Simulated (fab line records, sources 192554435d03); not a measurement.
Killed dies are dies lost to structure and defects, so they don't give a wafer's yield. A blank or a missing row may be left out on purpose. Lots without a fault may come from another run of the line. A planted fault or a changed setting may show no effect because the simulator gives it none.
Which tool did it? | flow n5_finfet | 12 lots, 33 wafers sampled, at 4 steps of a route of 1938

WHAT THE GAUGES READ, wafer by wafer
N5_BEOL_M15_THK_MEAS_01. Usual: M15_ILD_THK 1632 nm, standard deviation 23.
lot  | measured     | on            | M15_ILD_THK (nm) | flag
L608 | day 11 05:45 | film_metro-02 | 1606 1651 1653   |
L609 | day 11 06:02 | film_metro-02 | 1600 1645 1656   |
L610 | day 11 19:32 | film_metro-01 | 1605 1590 1646   |
L611 | day 11 20:46 | film_metro-02 | 1598 1643 1615   |
L612 | day 12 01:20 | film_metro-02 | 1633 1612 1623   |
L613 | day 12 10:46 | film_metro-02 | 1613 1624 1648   |
L615 | day 13 03:29 | film_metro-01 | 1627 1632 1588   |
L618 | day 14 13:46 | film_metro-01 | 1614 1662        |
L620 | day 14 14:08 | film_metro-01 | 1624 1621 1651   |
L622 | day 14 18:55 | film_metro-01 | 1574             |
L623 | day 15 05:03 | film_metro-02 | 1658 1656 1626   |
L629 | day 17 00:29 | film_metro-02 | 1591 1617 1651   |

N5_BEOL_M15_OVL_MEAS_29. Usual: M15_OVL -5 nm, standard deviation 5.4.
lot  | measured     | on         | M15_OVL (nm) | flag
L608 | day 11 07:44 | overlay-02 | 0 -5 -11     |
L609 | day 11 07:59 | overlay-01 | -4 -1 -16    |
L610 | day 11 21:35 | overlay-02 | -10 -2 -1    |
L611 | day 11 22:45 | overlay-01 | -2 -9 -13    |
L612 | day 12 03:07 | overlay-01 | -11 -7 -15   |
L613 | day 12 12:41 | overlay-02 | -3 -6 -11    |
L615 | day 13 05:25 | overlay-01 | 0 1 -10      |
L618 | day 14 15:55 | overlay-01 | -12 -18      |
L620 | day 14 16:31 | overlay-01 | -4 -4 -7     |
L622 | day 14 21:13 | overlay-02 | -9           |
L623 | day 15 06:58 | overlay-01 | -12 -5 -8    |
L629 | day 17 02:59 | overlay-01 | -5 -2 -6     |

WHICH TOOL RAN EACH LOT (tool, then ch and the chambers of the sampled wafers, then the start)
lot  | N5_BEOL_M15_DESCUM_15              | N5_BEOL_M15_ETCH_57
L608 | rie_diel-06 ch 0,1,2, day 11 06:16 | rie_diel-05 ch 1,2,3, day 11 06:55
L609 | rie_diel-02 ch 1,2,3, day 11 06:26 | rie_diel-06 ch 1,2,3, day 11 07:04
L610 | rie_diel-06 ch 0,1,3, day 11 20:04 | rie_diel-06 ch 0,2,3, day 11 20:40
L611 | rie_diel-02 ch 1,3, day 11 21:09   | rie_diel-06 ch 2,3, day 11 21:49
L612 | rie_diel-06 ch 2,3, day 12 01:43   | rie_diel-06 ch 1,2,3, day 12 02:19
L613 | rie_diel-02 ch 2,3, day 12 11:09   | rie_diel-02 ch 0,2,3, day 12 11:46
L615 | rie_diel-02 ch 0,2,3, day 13 03:53 | rie_diel-02 ch 0,1,2, day 13 04:29
L618 | rie_diel-02 ch 1,2, day 14 14:17   | rie_diel-02 ch 0,1, day 14 14:59
L620 | rie_diel-05 ch 1,2, day 14 15:07   | rie_diel-02 ch 0,1,2, day 14 15:43
L622 | rie_diel-02 ch 1, day 14 19:44     | rie_diel-02 ch 1, day 14 20:25
L623 | rie_diel-05 ch 0,1, day 15 05:34   | rie_diel-05 ch 0,2, day 15 06:10
L629 | rie_diel-05 ch 0,1,3, day 17 01:19 | rie_diel-06 ch 0,1,3, day 17 02:03
- N5_BEOL_M15_DESCUM_15: chemistry O2, time 7.9 s.
- N5_BEOL_M15_ETCH_57: etches SOC in N2/H2, time 750 s.

WHAT THE TOOLS THEMSELVES READ (means of the sampled wafers that have a number; where no wafer has one, the mark that the record gives instead)
N5_BEOL_M15_DESCUM_15. Usual: bias_power_w 20.00 W, standard deviation 0.06; drypump_motor_current_A 5.6 A, standard deviation 0.48; oes_product_au 0.78 a.u., standard deviation 0.09; rf_vpp_V 244.2 V, standard deviation 1.3; showerhead_plenum_p_Torr 2.15 Torr, standard deviation 0.062; throttle_valve_pct 20.48 %, standard deviation 0.27.
lot  | tool        | bias_power_w (W) | drypump_motor_current_A (A) | oes_product_au (a.u.) | rf_vpp_V (V) | showerhead_plenum_p_Torr (Torr) | throttle_valve_pct (%) | flag
L608 | rie_diel-06 | 20.02            | 5.9                         | 0.83                  | 241.9        | 2.08                            | 20.24                  |
L609 | rie_diel-02 | 19.98            | 5.4                         | 0.87                  | 245.0        | 2.20                            | 20.41                  |
L610 | rie_diel-06 | 19.98            | 6.1                         | 0.76                  | 244.0        | 2.12                            | 20.24                  |
L611 | rie_diel-02 | 20.02            | 5.6                         | 0.87                  | 244.7        | 2.20                            | 20.64                  |
L612 | rie_diel-06 | 19.99            | 6.3                         | 0.78                  | 243.7        | 2.13                            | 20.30                  |
L613 | rie_diel-02 | 20.05            | 5.3                         | 0.79                  | 245.1        | 2.17                            | 20.38                  |
L615 | rie_diel-02 | 19.95            | 5.2                         | 0.78                  | 244.9        | 2.17                            | 20.49                  |
L618 | rie_diel-02 | 19.97            | 5.3                         | 0.90                  | 244.8        | 2.21                            | 20.36                  |
L620 | rie_diel-05 | 20.00            | 5.2                         | 0.73                  | 243.9        | 2.13                            | 20.72                  |
L622 | rie_diel-02 | 19.93            | 5.6                         | 0.89                  | 245.6        | 2.22                            | 20.72                  |
L623 | rie_diel-05 | 20.07            | 5.9                         | 0.86                  | 244.3        | 2.15                            | 20.45                  |
L629 | rie_diel-05 | 20.02            | 5.8                         | 0.79                  | 243.9        | 2.16                            | 20.40                  |

N5_BEOL_M15_ETCH_57. Usual: drypump_motor_current_A 5.7 A, standard deviation 0.54; oes_product_au 0.78 a.u., standard deviation 0.085; rf_vpp_V 525.4 V, standard deviation 2.7; showerhead_plenum_p_Torr 2.60 Torr, standard deviation 0.096; throttle_valve_pct 17.84 %, standard deviation 0.29.
lot  | tool        | drypump_motor_current_A (A) | oes_product_au (a.u.) | rf_vpp_V (V) | showerhead_plenum_p_Torr (Torr) | throttle_valve_pct (%) | flag
L608 | rie_diel-05 | 5.4                         | 0.75                  | 525.5        | 2.62                            | 18.02                  |
L609 | rie_diel-06 | 6.3                         | 0.83                  | 525.5        | 2.61                            | 17.63                  |
L610 | rie_diel-06 | 5.8                         | 0.78                  | 523.8        | 2.51                            | 17.70                  |
L611 | rie_diel-06 | 6.1                         | 0.86                  | 523.6        | 2.54                            | 17.70                  |
L612 | rie_diel-06 | 6.3                         | 0.83                  | 525.1        | 2.60                            | 17.63                  |
L613 | rie_diel-02 | 5.2                         | 0.78                  | 527.7        | 2.65                            | 17.79                  |
L615 | rie_diel-02 | 5.3                         | 0.84                  | 527.3        | 2.67                            | 17.85                  |
L618 | rie_diel-02 | 5.5                         | 0.91                  | 526.6        | 2.66                            | 18.12                  |
L620 | rie_diel-02 | 5.3                         | 0.91                  | 528.1        | 2.67                            | 17.87                  |
L622 | rie_diel-02 | 5.7                         | 0.89                  | 528.5        | 2.71                            | 18.18                  |
L623 | rie_diel-05 | 5.4                         | 0.78                  | 526.8        | 2.66                            | 18.24                  |
L629 | rie_diel-06 | 6.1                         | 0.73                  | 524.1        | 2.57                            | 17.71                  |

THE ANSWER, worked out from the rows above alone
Rule: a lot is off if the mean of its wafers that have a number lies more than 3 standard deviations from the usual mean. A lot without any number at a reading at which 4 lots or more have one is off too. The other lots that the step has rows for count as sound. The gauges are gone through in route order, then the tools' own readings, and for those a lot's mean is taken as printed above. The first step at which some lot is off is used, and at that step the reading that is off furthest; a lot without a number counts as furthest.
No lot is off at any reading shown: from this, nothing can be told.

WHAT THE SIMULATOR HAD PUT IN
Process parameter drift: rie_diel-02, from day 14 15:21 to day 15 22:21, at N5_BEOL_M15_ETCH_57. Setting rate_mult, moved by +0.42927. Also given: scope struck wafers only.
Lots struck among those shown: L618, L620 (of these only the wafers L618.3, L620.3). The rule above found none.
